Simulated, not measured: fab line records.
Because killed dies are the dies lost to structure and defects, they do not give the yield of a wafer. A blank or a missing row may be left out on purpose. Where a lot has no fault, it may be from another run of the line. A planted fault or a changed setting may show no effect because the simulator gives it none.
Matching of chambers + flow n5-finfet + N5_BEOL_M7_PECVD_70 on pecvd-02: 3 sister chambers
The step deposits SiO2 from TEOS/O2, target thk 20 nm, time 22.7 s. 16 wafers are shown with their chamber, then 8 later ones without.

WAFERS PAIRED WITH THEIR CHAMBERS
| wafer  | chamber | throttle-valve-pct (%) | heater-power-w (W) | showerhead-plenum-p-Torr (Torr) |
|--------|---------|------------------------|--------------------|---------------------------------|
| L075.2 | 1       | 23.0                   | 812                | 8.75                            |
| L075.4 | 2       | 23.0                   | 730                | 8.78                            |
| L075.6 | 1       | 23.0                   | 796                | 8.79                            |
| L077.1 | 0       | 25.4                   | 643                | 8.80                            |
| L077.2 | 2       | 23.1                   | 839                | 8.80                            |
| L077.5 | 0       | 25.7                   | 649                | 8.79                            |
| L076.2 | 0       | 25.6                   | 705                | 8.80                            |
| L076.5 | 1       | 22.9                   | 884                | 8.73                            |
| L076.6 | 0       | 25.8                   | 685                | 8.81                            |
| L078.1 | 0       | 25.7                   | 694                | 8.76                            |
| L078.2 | 1       | 22.9                   | 807                | 8.76                            |
| L078.6 | 0       | 25.7                   | 725                | 8.80                            |
| L080.1 | 2       | 23.0                   | 801                | 8.77                            |
| L080.3 | 1       | 23.0                   | 768                | 8.75                            |
| L080.5 | 1       | 22.9                   | 777                | 8.76                            |
| L085.1 | 0       | 25.6                   | 704                | 8.79                            |

SIGNATURES, as means of the wafers listed above
| reading                  | chamber 0 | chamber 1 | chamber 2 | scatter within a chamber |
|--------------------------|-----------|-----------|-----------|--------------------------|
| throttle-valve-pct       | 25.643    | 22.950    | 23.033    | 0.0956                   |
| heater-power-w           | 686.43    | 807.33    | 790.00    | 39.3                     |
| showerhead-plenum-p-Torr | 8.7929    | 8.7567    | 8.7833    | 0.0174                   |
Rule: distance of a wafer from a chamber = root of the sum over the readings of ((wafer's reading minus chamber's mean) / reading's scatter) squared. If the next closest chamber is less than 2 further off than the closest, the wafer can't be placed; otherwise it belongs to the closest. The scatter is the square root of a quotient: the sum, over the shown wafers, of each reading's squared deviation from its chamber's mean, divided by wafers minus chambers.

WAFERS WITH NO CHAMBER GIVEN
| wafer  | throttle-valve-pct (%) | heater-power-w (W) | showerhead-plenum-p-Torr (Torr) |
|--------|------------------------|--------------------|---------------------------------|
| L085.3 | 23.1                   | 864                | 8.74                            |
| L085.6 | 23.2                   | 813                | 8.77                            |
| L093.3 | 25.5                   | 761                | 8.79                            |
| L093.5 | 23.1                   | 831                | 8.78                            |
| L093.6 | 25.8                   | 770                | 8.78                            |
| L094.1 | 25.7                   | 652                | 8.79                            |
| L094.3 | 22.9                   | 895                | 8.78                            |
| L094.5 | 25.4                   | 678                | 8.83                            |

EACH ONE'S CHAMBER
| wafer  | from the rows above     | in truth |
|--------|-------------------------|----------|
| L085.3 | can't be placed: 1 or 2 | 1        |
| L085.6 | can't be placed: 2 or 1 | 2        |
| L093.3 | 0                       | 0        |
| L093.5 | can't be placed: 2 or 1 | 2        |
| L093.6 | 0                       | 0        |
| L094.1 | 0                       | 0        |
| L094.3 | can't be placed: 1 or 2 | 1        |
| L094.5 | 0                       | 0        |
Correct placement for 4 of the 8. Cannot be placed on the basis of these rows: 4; the candidates contain the true chamber in 4. Placed wrongly: 0.
